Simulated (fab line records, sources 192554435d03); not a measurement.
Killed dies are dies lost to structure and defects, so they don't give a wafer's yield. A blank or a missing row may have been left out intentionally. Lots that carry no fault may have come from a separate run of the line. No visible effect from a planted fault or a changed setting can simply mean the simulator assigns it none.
Which tool did it? | flow n5-finfet | 22 lots, 66 wafers sampled, at 6 steps of a route of 1938

== WHAT THE GAUGES SHOWED, per wafer ==
The record holds no reading of a measuring or inspecting step that can be judged against a usual standard deviation.

== TOOL THAT RAN EACH LOT (tool first, then ch and the chambers of the sampled wafers, then the start) ==
lot  | N5_HKMG_FIN_ETCH_32               | N5_HKMG_FIN_STRIP_89              | N5_HKMG_FIN_STRIP_90              | N5_GATE_CUT_ETCHBACK_30           | N5_GATE_CUT_VAPOR_ETCH_60         | N5_GATE_CUT_CMP_02
L074 | rie-diel-05 ch 0,2,3, day 4 09:10 | rie-diel-05 ch 0,1,2, day 4 10:27 | rie-diel-04 ch 0,2,3, day 4 11:31 | rie-metal-02 ch 0,1, day 4 13:41  | rie-metal-02 ch 0,1, day 4 13:43  | cmp-03 ch 0,1,3, day 4 16:43
L075 | rie-diel-04 ch 0,2, day 4 10:40   | rie-diel-05 ch 1,3, day 4 12:11   | rie-diel-06 ch 1,3, day 4 13:15   | rie-metal-01 ch 0, day 4 15:38    | rie-metal-01 ch 0, day 4 15:41    | cmp-03 ch 0,1,2, day 4 18:22
L076 | rie-diel-06 ch 1,3, day 4 16:47   | rie-diel-04 ch 1,2, day 4 18:23   | rie-diel-04 ch 0,1,3, day 4 19:28 | rie-metal-02 ch 0,1, day 4 21:38  | rie-metal-02 ch 0,1, day 4 21:40  | cmp-04 ch 0,1,2, day 5 00:23
L077 | rie-diel-05 ch 0,1,3, day 4 20:59 | rie-diel-05 ch 0,1,3, day 4 22:17 | rie-diel-05 ch 0,1,3, day 4 23:21 | rie-metal-02 ch 0,1, day 5 01:31  | rie-metal-02 ch 0,1, day 5 01:33  | cmp-04 ch 1,2,3, day 5 04:11
L078 | rie-diel-06 ch 2,3, day 5 04:01   | rie-diel-06 ch 1,3, day 5 05:21   | rie-diel-04 ch 0,1, day 5 06:26   | rie-metal-03 ch 0,1, day 5 08:36  | rie-metal-03 ch 0,1, day 5 08:38  | cmp-01 ch 0,3, day 5 11:16
L079 | rie-diel-04 ch 0,2, day 5 10:48   | rie-diel-04 ch 0,2, day 5 12:05   | rie-diel-06 ch 1,3, day 5 13:16   | rie-metal-01 ch 0,1, day 5 15:26  | rie-metal-01 ch 0,1, day 5 15:28  | cmp-03 ch 0,1, day 5 18:13
L081 | rie-diel-05 ch 1,3, day 5 23:29   | rie-diel-04 ch 0,1,2, day 6 00:47 | rie-diel-04 ch 0,3, day 6 01:56   | rie-metal-02 ch 0,1, day 6 04:08  | rie-metal-02 ch 0,1, day 6 04:10  | cmp-04 ch 1,2, day 6 06:50
L082 | rie-diel-06 ch 1,2,3, day 6 03:34 | rie-diel-05 ch 1,3, day 6 04:55   | rie-diel-04 ch 0,1, day 6 06:00   | rie-metal-02 ch 1, day 6 08:10    | rie-metal-02 ch 1, day 6 08:12    | cmp-01 ch 0,1,2, day 6 12:55
L083 | rie-diel-05 ch 1,2,3, day 6 09:54 | rie-diel-04 ch 0,1,3, day 6 11:14 | rie-diel-05 ch 1,2,3, day 6 12:27 | rie-metal-01 ch 0,1, day 6 14:46  | rie-metal-01 ch 0,1, day 6 14:47  | cmp-01 ch 1,3, day 6 17:35
L084 | rie-diel-04 ch 0,1,3, day 6 16:38 | rie-diel-04 ch 0,2, day 6 18:10   | rie-diel-04 ch 0,1,2, day 6 19:16 | rie-metal-01 ch 0,1, day 6 21:26  | rie-metal-01 ch 0,1, day 6 21:28  | cmp-04 ch 0,1,2, day 7 00:23
L086 | rie-diel-05 ch 1,2,3, day 7 08:39 | rie-diel-04 ch 0,1, day 7 09:56   | rie-diel-06 ch 0,1, day 7 11:01   | rie-metal-01 ch 0,1, day 7 13:13  | rie-metal-01 ch 0,1, day 7 13:14  | cmp-01 ch 1,2,3, day 7 16:02
L087 | rie-diel-06 ch 1,2,3, day 7 10:19 | rie-diel-05 ch 1,2,3, day 7 11:37 | rie-diel-04 ch 0,2,3, day 7 12:41 | rie-metal-01 ch 0,1, day 7 14:51  | rie-metal-01 ch 0,1, day 7 14:53  | cmp-04 ch 1,2,3, day 7 17:33
L088 | rie-diel-06 ch 1,2, day 7 19:02   | rie-diel-05 ch 2,3, day 7 20:20   | rie-diel-05 ch 1,2,3, day 7 21:40 | rie-metal-03 ch 0,1, day 7 23:52  | rie-metal-03 ch 0,1, day 7 23:54  | cmp-04 ch 0,1,3, day 8 02:42
L089 | rie-diel-04 ch 1,2,3, day 7 20:58 | rie-diel-06 ch 1,2,3, day 7 22:16 | rie-diel-04 ch 0,1, day 7 23:20   | rie-metal-03 ch 0,1, day 8 01:38  | rie-metal-03 ch 0,1, day 8 01:40  | cmp-03 ch 1,2, day 8 04:26
L090 | rie-diel-06 ch 1,2,3, day 8 02:13 | rie-diel-04 ch 1,2,3, day 8 03:30 | rie-diel-06 ch 0,1,3, day 8 04:34 | rie-metal-03 ch 0,1, day 8 06:44  | rie-metal-03 ch 0,1, day 8 06:46  | cmp-01 ch 0,1,2, day 8 09:37
L091 | rie-diel-06 ch 0,1,2, day 8 09:20 | rie-diel-05 ch 0,1,2, day 8 10:38 | rie-diel-05 ch 1,2,3, day 8 11:43 | rie-metal-01 ch 0,1, day 8 13:53  | rie-metal-01 ch 0,1, day 8 13:55  | cmp-03 ch 0,2,3, day 8 16:50
L092 | rie-diel-05 ch 1,3, day 8 19:20   | rie-diel-06 ch 0,1, day 8 20:38   | rie-diel-05 ch 2,3, day 8 21:44   | rie-metal-03 ch 0,1, day 8 23:59  | rie-metal-03 ch 0,1, day 9 00:01  | cmp-04 ch 0,1,2, day 9 02:43
L093 | rie-diel-06 ch 0,1, day 9 01:07   | rie-diel-04 ch 2,3, day 9 02:28   | rie-diel-04 ch 1,2,3, day 9 03:32 | rie-metal-01 ch 0,1, day 9 05:47  | rie-metal-01 ch 0,1, day 9 05:49  | cmp-03 ch 0,3, day 9 08:33
L094 | rie-diel-04 ch 1,2,3, day 9 05:52 | rie-diel-06 ch 0,1,3, day 9 07:10 | rie-diel-04 ch 0,1,3, day 9 08:14 | rie-metal-03 ch 0,1, day 9 10:25  | rie-metal-03 ch 0,1, day 9 10:26  | cmp-01 ch 1,2,3, day 9 13:19
L095 | rie-diel-04 ch 1,2, day 9 08:44   | rie-diel-05 ch 1,2, day 9 10:12   | rie-diel-05 ch 1,2, day 9 11:20   | rie-metal-02 ch 0,1, day 9 13:38  | rie-metal-02 ch 0,1, day 9 13:40  | cmp-01 ch 0,1, day 9 16:19
L096 | rie-diel-05 ch 0,1,2, day 9 20:37 | rie-diel-04 ch 0,2,3, day 9 22:01 | rie-diel-06 ch 2,3, day 9 23:06   | rie-metal-03 ch 0,1, day 10 01:17 | rie-metal-03 ch 0,1, day 10 01:19 | cmp-01 ch 0,1,3, day 10 03:59
L097 | rie-diel-04 ch 1,2,3, day 9 20:52 | rie-diel-05 ch 0,1, day 9 22:09   | rie-diel-05 ch 0,2, day 9 23:14   | rie-metal-02 ch 0,1, day 10 01:25 | rie-metal-02 ch 0,1, day 10 01:27 | cmp-04 ch 0,1,2, day 10 04:10
- N5_HKMG_FIN_ETCH_32: etches SOC in N2/H2, target depth 240 nm, time 300 s.
- N5_HKMG_FIN_STRIP_89: strips SOC in N2/H2, time 20 s.
- N5_HKMG_FIN_STRIP_90: strips SOC in N2/H2, time 20 s.
- N5_GATE_CUT_ETCHBACK_30: etches TiN in Cl2/Ar, target depth 3 nm.
- N5_GATE_CUT_VAPOR_ETCH_60: etches HfO2 in BCl3/Cl2.
- N5_GATE_CUT_CMP_02: polishes, stops on SiO2, t overpolish 12.7 s, target thk 0 nm.

== AS READ BY THE TOOLS THEMSELVES (means over the sampled wafers that have a number; for cases with no such wafer, the mark the record gives instead) ==
N5_HKMG_FIN_ETCH_32. Usual: bias-w 149.9 W, standard deviation 0.46; drypump-motor-current-A 5.9 A, standard deviation 0.41; oes-product-au 0.80 a.u., standard deviation 0.09; rf-vpp-V 524.2 V, standard deviation 2.8; showerhead-plenum-p-Torr 2.56 Torr, standard deviation 0.095; throttle-valve-pct 17.68 %, standard deviation 0.24.
lot  | tool        | bias-w (W) | drypump-motor-current-A (A) | oes-product-au (a.u.) | rf-vpp-V (V) | showerhead-plenum-p-Torr (Torr) | throttle-valve-pct (%) | flag
L074 | rie-diel-05 | 149.6      | 5.6                         | 0.69                  | 523.4        | 2.52                            | 17.92                  |
L075 | rie-diel-04 | 150.1      | 5.6                         | 0.91                  | 525.2        | 2.59                            | 17.70                  |
L076 | rie-diel-06 | 149.8      | 6.5                         | 0.84                  | 525.0        | 2.61                            | 17.65                  |
L077 | rie-diel-05 | 149.9      | 5.6                         | 0.72                  | 522.8        | 2.54                            | 17.92                  |
L078 | rie-diel-06 | 149.7      | 6.3                         | 0.73                  | 519.3        | 2.43                            | 17.64                  |
L079 | rie-diel-04 | 150.0      | 5.7                         | 0.87                  | 524.8        | 2.58                            | 17.85                  |
L081 | rie-diel-05 | 149.7      | 5.7                         | 0.74                  | 526.1        | 2.62                            | 17.70                  |
L082 | rie-diel-06 | 149.7      | 6.2                         | 0.79                  | 522.2        | 2.52                            | 17.70                  |
L083 | rie-diel-05 | 149.8      | 5.8                         | 0.80                  | 525.6        | 2.60                            | 17.58                  |
L084 | rie-diel-04 | 149.9      | 5.7                         | 0.82                  | 525.6        | 2.59                            | 17.60                  |
L086 | rie-diel-05 | 149.1      | 5.8                         | 0.78                  | 524.9        | 2.59                            | 17.58                  |
L087 | rie-diel-06 | 150.2      | 6.2                         | 0.78                  | 522.7        | 2.51                            | 17.72                  |
L088 | rie-diel-06 | 149.6      | 6.2                         | 0.83                  | 526.3        | 2.61                            | 17.78                  |
L089 | rie-diel-04 | 149.6      | 5.8                         | 0.88                  | 524.4        | 2.59                            | 17.61                  |
L090 | rie-diel-06 | 149.8      | 6.2                         | 0.77                  | 522.3        | 2.51                            | 17.74                  |
L091 | rie-diel-06 | 149.9      | 6.0                         | 0.79                  | 524.6        | 2.56                            | 17.76                  |
L092 | rie-diel-05 | 150.5      | 5.8                         | 0.68                  | 524.2        | 2.56                            | 17.90                  |
L093 | rie-diel-06 | 150.1      | 6.3                         | 0.81                  | 526.5        | 2.64                            | 17.72                  |
L094 | rie-diel-04 | 150.2      | 5.8                         | 0.86                  | 525.4        | 2.58                            | 17.64                  |
L095 | rie-diel-04 | 149.4      | 6.0                         | 0.84                  | 525.4        | 2.58                            | 17.62                  |
L096 | rie-diel-05 | 150.1      | 5.5                         | 0.84                  | 527.0        | 2.65                            | 17.56                  |
L097 | rie-diel-04 | 149.8      | 5.8                         | 0.85                  | 524.6        | 2.58                            | 17.65                  |

N5_HKMG_FIN_STRIP_89. Usual: drypump-motor-current-A 5.8 A, standard deviation 0.37; oes-product-au 0.81 a.u., standard deviation 0.09; rf-vpp-V 54.3 V, standard deviation 0.85; showerhead-plenum-p-Torr 3.40 Torr, standard deviation 0.11; throttle-valve-pct 18.8 %, standard deviation 0.36.
lot  | tool        | drypump-motor-current-A (A) | oes-product-au (a.u.) | rf-vpp-V (V) | showerhead-plenum-p-Torr (Torr) | throttle-valve-pct (%) | flag
L074 | rie-diel-05 | 5.5                         | 0.72                  | 54.6         | 3.39                            | 18.9                   |
L075 | rie-diel-05 | 5.8                         | 0.71                  | 53.8         | 3.40                            | 18.9                   |
L076 | rie-diel-04 | 6.0                         | 0.88                  | 54.3         | 3.42                            | 18.7                   |
L077 | rie-diel-05 | 5.6                         | 0.72                  | 54.3         | 3.35                            | 19.1                   |
L078 | rie-diel-06 | 6.5                         | 0.83                  | 54.2         | 3.44                            | 18.8                   |
L079 | rie-diel-04 | 5.6                         | 0.88                  | 53.8         | 3.42                            | 18.8                   |
L081 | rie-diel-04 | 5.8                         | 0.87                  | 54.3         | 3.42                            | 18.8                   |
L082 | rie-diel-05 | 5.8                         | 0.70                  | 54.4         | 3.39                            | 18.9                   |
L083 | rie-diel-04 | 5.7                         | 0.82                  | 53.0         | 3.42                            | 18.7                   |
L084 | rie-diel-04 | 5.7                         | 0.85                  | 54.3         | 3.40                            | 19.1                   |
L086 | rie-diel-04 | 5.6                         | 0.88                  | 55.4         | 3.41                            | 18.5                   |
L087 | rie-diel-05 | 5.8                         | 0.78                  | 53.3         | 3.42                            | 18.6                   |
L088 | rie-diel-05 | 5.8                         | 0.84                  | 54.4         | 3.39                            | 18.4                   |
L089 | rie-diel-06 | 6.2                         | 0.77                  | 53.8         | 3.32                            | 18.9                   |
L090 | rie-diel-04 | 5.8                         | 0.88                  | 54.7         | 3.42                            | 18.8                   |
L091 | rie-diel-05 | 5.5                         | 0.85                  | 55.0         | 3.51                            | 18.7                   |
L092 | rie-diel-06 | 6.1                         | 0.78                  | 54.5         | 3.41                            | 18.8                   |
L093 | rie-diel-04 | 5.7                         | 0.90                  | 54.5         | 3.42                            | 18.8                   |
L094 | rie-diel-06 | 6.3                         | 0.75                  | 53.2         | 3.36                            | 18.8                   |
L095 | rie-diel-05 | 5.7                         | 0.79                  | 54.4         | 3.48                            | 18.5                   |
L096 | rie-diel-04 | 5.6                         | 0.85                  | 54.0         | 3.40                            | 18.8                   |
L097 | rie-diel-05 | 5.3                         | 0.83                  | 54.2         | 3.55                            | 19.0                   |

N5_HKMG_FIN_STRIP_90. Usual: drypump-motor-current-A 5.8 A, standard deviation 0.38; oes-product-au 0.82 a.u., standard deviation 0.089; rf-vpp-V 54.2 V, standard deviation 0.91; showerhead-plenum-p-Torr 3.41 Torr, standard deviation 0.1; throttle-valve-pct 18.8 %, standard deviation 0.33.
lot  | tool        | drypump-motor-current-A (A) | oes-product-au (a.u.) | rf-vpp-V (V) | showerhead-plenum-p-Torr (Torr) | throttle-valve-pct (%) | flag
L074 | rie-diel-04 | 5.6                         | 0.83                  | 55.0         | 3.43                            | 18.9                   |
L075 | rie-diel-06 | 6.6                         | 0.78                  | 54.3         | 3.33                            | 18.8                   |
L076 | rie-diel-04 | 5.7                         | 0.84                  | 54.8         | 3.43                            | 18.6                   |
L077 | rie-diel-05 | 5.6                         | 0.72                  | 55.1         | 3.35                            | 19.1                   |
L078 | rie-diel-04 | 5.6                         | 0.91                  | 54.6         | 3.42                            | 18.5                   |
L079 | rie-diel-06 | 6.5                         | 0.83                  | 53.2         | 3.44                            | 18.8                   |
L081 | rie-diel-04 | 5.6                         | 0.76                  | 55.0         | 3.43                            | 18.9                   |
L082 | rie-diel-04 | 5.8                         | 0.89                  | 52.9         | 3.42                            | 18.5                   |
L083 | rie-diel-05 | 5.8                         | 0.79                  | 54.1         | 3.43                            | 18.6                   |
L084 | rie-diel-04 | 5.8                         | 0.86                  | 54.6         | 3.41                            | 18.8                   |
L086 | rie-diel-06 | 6.1                         | 0.78                  | 52.9         | 3.42                            | 18.8                   |
L087 | rie-diel-04 | 5.6                         | 0.90                  | 54.6         | 3.42                            | 18.8                   |
L088 | rie-diel-05 | 5.8                         | 0.78                  | 54.5         | 3.42                            | 18.6                   |
L089 | rie-diel-04 | 5.8                         | 0.86                  | 53.9         | 3.41                            | 18.5                   |
L090 | rie-diel-06 | 6.3                         | 0.76                  | 54.3         | 3.37                            | 18.8                   |
L091 | rie-diel-05 | 5.8                         | 0.77                  | 54.4         | 3.42                            | 18.6                   |
L092 | rie-diel-05 | 5.9                         | 0.74                  | 53.5         | 3.35                            | 18.8                   |
L093 | rie-diel-04 | 5.8                         | 0.86                  | 54.2         | 3.41                            | 18.8                   |
L094 | rie-diel-04 | 5.7                         | 0.88                  | 54.2         | 3.41                            | 18.6                   |
L095 | rie-diel-05 | 5.7                         | 0.79                  | 54.8         | 3.48                            | 18.5                   |
L096 | rie-diel-06 | 5.9                         | 0.73                  | 54.5         | 3.21                            | 18.9                   |
L097 | rie-diel-05 | 5.6                         | 0.89                  | 54.4         | 3.47                            | 18.5                   |

N5_GATE_CUT_ETCHBACK_30. Usual: bias-w 60.02 W, standard deviation 0.18; drypump-motor-current-A 5.9 A, standard deviation 0.44; oes-product-au 0.74 a.u., standard deviation 0.087; throttle-valve-pct 21.02 %, standard deviation 0.2.
lot  | tool         | bias-w (W) | drypump-motor-current-A (A) | oes-product-au (a.u.) | throttle-valve-pct (%) | flag
L074 | rie-metal-02 | 60.03      | 6.2                         | 0.68                  | 21.24                  |
L075 | rie-metal-01 | 60.05      | 5.0                         | 0.74                  | 20.81                  |
L076 | rie-metal-02 | 60.14      | 6.1                         | 0.68                  | 21.08                  |
L077 | rie-metal-02 | 59.99      | 6.2                         | 0.67                  | 21.25                  |
L078 | rie-metal-03 | 59.74      | 6.1                         | 0.66                  | 21.17                  |
L079 | rie-metal-01 | 60.04      | 5.3                         | 0.73                  | 20.84                  |
L081 | rie-metal-02 | 59.92      | 6.1                         | 0.68                  | 21.09                  |
L082 | rie-metal-02 | 60.16      | 6.3                         | 0.67                  | 21.40                  |
L083 | rie-metal-01 | 60.00      | 5.3                         | 0.74                  | 20.83                  |
L084 | rie-metal-01 | 59.90      | 5.3                         | 0.73                  | 20.84                  |
L086 | rie-metal-01 | 59.91      | 5.3                         | 0.72                  | 20.86                  |
L087 | rie-metal-01 | 59.99      | 5.6                         | 0.72                  | 20.87                  |
L088 | rie-metal-03 | 60.18      | 6.1                         | 0.90                  | 21.01                  |
L089 | rie-metal-03 | 60.04      | 6.1                         | 0.84                  | 21.10                  |
L090 | rie-metal-03 | 59.91      | 6.1                         | 0.89                  | 21.01                  |
L091 | rie-metal-01 | 60.15      | 5.6                         | 0.72                  | 20.86                  |
L092 | rie-metal-03 | 59.92      | 6.1                         | 0.87                  | 21.02                  |
L093 | rie-metal-01 | 60.06      | 5.6                         | 0.71                  | 20.88                  |
L094 | rie-metal-03 | 60.29      | 6.1                         | 0.82                  | 21.11                  |
L095 | rie-metal-02 | 59.91      | 6.1                         | 0.66                  | 21.12                  |
L096 | rie-metal-03 | 60.16      | 6.1                         | 0.82                  | 21.11                  |
L097 | rie-metal-02 | 59.99      | 6.2                         | 0.65                  | 21.28                  |

N5_GATE_CUT_VAPOR_ETCH_60. Usual: drypump-motor-current-A 5.9 A, standard deviation 0.44; oes-product-au 0.74 a.u., standard deviation 0.089.
lot  | tool         | drypump-motor-current-A (A) | oes-product-au (a.u.) | flag
L074 | rie-metal-02 | 6.2                         | 0.68                  |
L075 | rie-metal-01 | 5.0                         | 0.75                  |
L076 | rie-metal-02 | 6.1                         | 0.68                  |
L077 | rie-metal-02 | 6.2                         | 0.68                  |
L078 | rie-metal-03 | 6.1                         | 0.66                  |
L079 | rie-metal-01 | 5.3                         | 0.73                  |
L081 | rie-metal-02 | 6.1                         | 0.67                  |
L082 | rie-metal-02 | 6.3                         | 0.67                  |
L083 | rie-metal-01 | 5.3                         | 0.73                  |
L084 | rie-metal-01 | 5.3                         | 0.73                  |
L086 | rie-metal-01 | 5.3                         | 0.73                  |
L087 | rie-metal-01 | 5.6                         | 0.71                  |
L088 | rie-metal-03 | 6.1                         | 0.89                  |
L089 | rie-metal-03 | 6.1                         | 0.85                  |
L090 | rie-metal-03 | 6.0                         | 0.90                  |
L091 | rie-metal-01 | 5.6                         | 0.71                  |
L092 | rie-metal-03 | 6.0                         | 0.88                  |
L093 | rie-metal-01 | 5.6                         | 0.71                  |
L094 | rie-metal-03 | 6.1                         | 0.83                  |
L095 | rie-metal-02 | 6.1                         | 0.65                  |
L096 | rie-metal-03 | 6.1                         | 0.83                  |
L097 | rie-metal-02 | 6.2                         | 0.66                  |

N5_GATE_CUT_CMP_02. Usual: motor-current-A 9.7 A, standard deviation 0.96; overpolish-run-s 12.699 s, standard deviation 0.0091; slurry-flow-ml-min 150.0, standard deviation 0.48; time-to-endpoint-s 24.9 s, standard deviation 2.1.
lot  | tool   | motor-current-A (A) | overpolish-run-s (s) | slurry-flow-ml-min | time-to-endpoint-s (s) | flag
L074 | cmp-03 | 9.9                 | 12.707               | 150.1              | 25.5                   |
L075 | cmp-03 | 9.5                 | 12.698               | 150.2              | 26.7                   |
L076 | cmp-04 | 9.6                 | 12.712               | 150.3              | 24.9                   |
L077 | cmp-04 | 10.4                | 12.688               | 150.1              | 26.0                   |
L078 | cmp-01 | 10.6                | 12.686               | 149.9              | 24.6                   |
L079 | cmp-03 | 9.3                 | 12.699               | 150.0              | 25.3                   |
L081 | cmp-04 | 10.5                | 12.691               | 150.0              | 24.0                   |
L082 | cmp-01 | 9.9                 | 12.706               | 149.8              | 24.4                   |
L083 | cmp-01 | 9.1                 | 12.695               | 149.8              | 23.2                   |
L084 | cmp-04 | 9.9                 | 12.702               | 150.0              | 23.8                   |
L086 | cmp-01 | 9.3                 | 12.699               | 150.1              | 24.4                   |
L087 | cmp-04 | 10.1                | 12.698               | 150.1              | 23.8                   |
L088 | cmp-04 | 9.5                 | 12.694               | 149.8              | 24.4                   |
L089 | cmp-03 | 9.7                 | 12.696               | 150.0              | 25.2                   |
L090 | cmp-01 | 9.4                 | 12.697               | 150.2              | 28.1                   |
L091 | cmp-03 | 9.5                 | 12.706               | 149.9              | 27.5                   |
L092 | cmp-04 | 9.6                 | 12.705               | 149.8              | 21.5                   |
L093 | cmp-03 | 9.4                 | 12.699               | 150.4              | 28.5                   |
L094 | cmp-01 | 9.2                 | 12.707               | 150.0              | 25.1                   |
L095 | cmp-01 | 9.2                 | 12.697               | 150.2              | 26.5                   |
L096 | cmp-01 | 9.8                 | 12.705               | 150.3              | 24.8                   |
L097 | cmp-04 | 9.7                 | 12.697               | 149.9              | 22.8                   |

== THE ANSWER, worked out from the rows above alone ==
Rule: take the mean of a lot's wafers that have a number; if it is more than 3 standard deviations from the usual mean, the lot is off. Also off: a lot with no number at a reading for which 4 or more lots have one. Any other lot the step has rows for is counted as sound. After the gauges, taken in route order, come the tools' own readings; for these a lot's mean is taken, as printed above. The first step at which some lot is off is used, and at that step the reading that is off furthest; a lot without a number counts as furthest.
Across all readings shown, no lot is off: no conclusion can be drawn from this.

== WHAT HAD BEEN PUT IN BY THE SIMULATOR ==
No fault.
